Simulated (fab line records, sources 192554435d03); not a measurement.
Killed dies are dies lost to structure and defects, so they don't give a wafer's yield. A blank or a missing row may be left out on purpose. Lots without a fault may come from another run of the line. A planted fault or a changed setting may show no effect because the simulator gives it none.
Split-lot experiment | flow n5_finfet | 7 lots, 21 wafers read, on a route of 1938 steps

THE SPLIT
At N5_BEOL_M2_EXPOSE_08 (exposes mask M2), the setting dose_mj was moved away from the recipe's 41.25 on 5 of the 21 wafers read, by -6.4% to +6.8%. The other wafers ran this setting at the recipe's value.

FROM THE SPLIT TO THE READING: what the file shows between them, 14 steps
- N5_BEOL_M2_PEB_09: peb time 60 s
- N5_BEOL_M2_DEVELOP_10: develop time 30 s
- N5_BEOL_M2_CD_MEAS_11: target cd 16.79 nm
- N5_BEOL_M2_DESCUM_16: chemistry O2, time 7 s (also split here: time_s)
- N5_BEOL_M2_ETCH_74: etches underlayer in N2/H2, target depth 6.5 nm, time 5.2 s
- N5_BEOL_M2_ETCH_63: etches SiARC in CF4, target depth 15.6 nm, time 26 s
- N5_BEOL_M2_ETCH_64: etches SOC in N2/H2, target depth 75 nm, overetch 22.5 nm, time 121.9 s
- N5_BEOL_M2_STRIP_65: strips in N2/H2
- N5_BEOL_M2_STRIP_75: strips in N2/H2
- N5_BEOL_M2_STRIP_66: strips in CF4
- N5_BEOL_M2_HM_OPEN_17: chemistry Cl2/BCl3, target TiN, target depth 20 nm, overetch 6 nm
- N5_BEOL_M2_STRIP_19: strips in O2
- N5_BEOL_M2_PRECLEAN_42: cleans in residue remover, time 60 s
- N5_BEOL_M2_SRD_43: time 30 s

THE READING
cd_nm, in nm, at N5_BEOL_M2_CD_MEAS_35 (target cd 18 nm, target cd y 22.2 nm). Fault-free wafers of this fab line usually give 18.1 nm, standard deviation 0.46 nm.

wafer  | tool, chamber at the split | dose_mj as run | against the recipe | cd_nm, nm | against lot-mates on the recipe
L074.4 | euv_scanner-01, 0          | 44.04          | +6.8%              | 18.8      | +1.2
L074.5 | euv_scanner-01, 0          | 41.25          | recipe             | 17.6      | -
L074.6 | euv_scanner-01, 0          | 41.25          | recipe             | 17.6      | -
L075.2 | euv_scanner-01, 0          | 41.25          | recipe             | 18.0      | -
L075.4 | euv_scanner-01, 0          | 41.25          | recipe             | 18.3      | -
L075.6 | euv_scanner-01, 0          | 41.25          | recipe             | 18.2      | -
L078.2 | euv_scanner-02, 0          | 41.25          | recipe             | 17.9      | -
L078.3 | euv_scanner-02, 0          | 41.25          | recipe             | 17.7      | -
L078.5 | euv_scanner-02, 0          | 43.78          | +6.1%              | 18.7      | +0.9
L080.4 | euv_scanner-01, 0          | 41.25          | recipe             | 17.8      | -
L080.5 | euv_scanner-01, 0          | 40.31          | -2.3%              | 17.0      | -0.6
L080.6 | euv_scanner-01, 0          | 41.25          | recipe             | 17.5      | -
L083.2 | euv_scanner-02, 0          | 41.25          | recipe             | 18.7      | -
L083.3 | euv_scanner-02, 0          | 41.25          | recipe             | 19.1      | -
L083.4 | euv_scanner-02, 0          | 41.25          | recipe             | 18.8      | -
L085.2 | euv_scanner-02, 0          | 41.25          | recipe             | 18.3      | -
L085.3 | euv_scanner-02, 0          | 41.25          | recipe             | 18.4      | -
L085.4 | euv_scanner-02, 0          | 41.25          | recipe             | 18.9      | -
L086.3 | euv_scanner-02, 0          | 38.62          | -6.4%              | 16.8      | -1.2
L086.5 | euv_scanner-02, 0          | 38.62          | -6.4%              | 16.3      | -1.7
L086.6 | euv_scanner-02, 0          | 41.25          | recipe             | 18.0      | -

THE FIT
A straight line over all 21 wafers: cd_nm changes by +0.18 nm for each +1% of dose_mj; r = +0.72; the points scatter about the line by 0.52 nm.
The same after taking each lot's own level away (the mean of its wafers on the recipe; 21 wafers): +0.197 nm for each +1%; r = +0.95; scatter 0.19 nm.
On that fit, the largest move of dose_mj shifts the reading by 1.3 nm.
The lots' own levels span 17.60 to 18.87 nm, that is 2.8 times the standard deviation above.
So the lot-to-lot level blurs the effect unless lot-mates are compared.
Check: with one of the wafers moved furthest among these (+6.8%) left out of the fit, the line predicts +1.33 nm for it against its lot-mates. It came out at +1.2 nm against them.

OTHER SPLITS ON THESE WAFERS
These wafers also went through other splits before the reading. Each is held against what the fit with the lots' levels taken away leaves over:
other split on the same wafers | wafers away from the commonest value | r with cd_nm (lot level and that fit taken away)
N5_BEOL_M2_COAT_62 spin_rpm    | 10                                   | -0.12
N5_BEOL_M2_DESCUM_16 time_s    | 6                                    | -0.19

THE WHOLE CHAIN: every reading that the file lists as answering this split, in the file's order
step                  | what it does                                                      | reading                                                               | change (the file's fit)               | r (the file's)
N5_BEOL_M2_CD_MEAS_11 | target cd 16.79 nm                                                | cd_nm                                                                 | +0.216 nm for each +1% of the setting | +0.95
N5_BEOL_M2_ETCH_74    | etches underlayer in N2/H2, target depth 6.5 nm, time 5.2 s       | BEOL_M2.cd_offset_nm (the simulator's own value, which no gauge read) | +0.182 nm for each +1% of the setting | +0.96
N5_BEOL_M2_ETCH_63    | etches SiARC in CF4, target depth 15.6 nm, time 26 s              | BEOL_M2.cd_offset_nm (the simulator's own value, which no gauge read) | +0.174 nm for each +1% of the setting | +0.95
N5_BEOL_M2_HM_OPEN_17 | chemistry Cl2/BCl3, target TiN, target depth 20 nm, overetch 6 nm | BEOL_M2.cd_offset_nm (the simulator's own value, which no gauge read) | +0.205 nm for each +1% of the setting | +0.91
N5_BEOL_M2_CD_MEAS_35 | target cd 18 nm, target cd y 22.2 nm                              | cd_nm                                                                 | +0.191 nm for each +1% of the setting | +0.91

THE FILE'S OWN FIT
cd_nm changes by +0.191 nm for each +1% of dose_mj, r = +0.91.
